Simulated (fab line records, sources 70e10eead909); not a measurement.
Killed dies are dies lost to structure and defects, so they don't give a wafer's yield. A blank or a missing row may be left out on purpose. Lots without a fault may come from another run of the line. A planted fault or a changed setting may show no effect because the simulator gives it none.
Chamber matching | flow nand_harc | NHARC_P_GATE_DESCUM_93 on rie_diel-08: 4 sister chambers
The step chemistry O2, time 3 s. 4 wafers are shown with their chamber, then 7 later ones without.

WAFERS WITH THEIR CHAMBER
wafer  | chamber | drypump_motor_current_A (A)
L085.3 | 0       | 5.9
L085.4 | 1       | 5.5
L090.1 | 3       | 5.3
L090.4 | 2       | 5.7

WAFERS WITHOUT THEIR CHAMBER
wafer  | drypump_motor_current_A (A)
L090.5 | 5.4
L096.1 | 5.7
L096.3 | 5.4
L096.6 | 5.7
L097.1 | 5.3
L097.2 | 5.7
L097.3 | 5.4

WHICH CHAMBER EACH WENT THROUGH
wafer  | from the rows above     | in truth
L090.5 | can't be placed: 1 or 3 | 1
L096.1 | 2                       | 2
L096.3 | can't be placed: 1 or 3 | 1
L096.6 | 2                       | 2
L097.1 | 3                       | 3
L097.2 | 2                       | 2
L097.3 | can't be placed: 1 or 3 | 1
Placed correctly: 4 of 7. Can't be placed from these rows: 3 (the true chamber is among the candidates in 3). Placed wrongly: 0.
How it was worked out, from the rows above alone: a wafer's distance from a chamber is the root of the sum, over the readings, of the square of ((its reading less the chamber's mean) divided by the reading's scatter). The wafer belongs to the nearest chamber; if the next one is less than 2 further off, it can't be placed. A chamber's mean is the mean of its shown wafers. The scatter: with one shown wafer a chamber, the root of the mean of the squares of how far each hidden wafer lies from its nearest shown one.
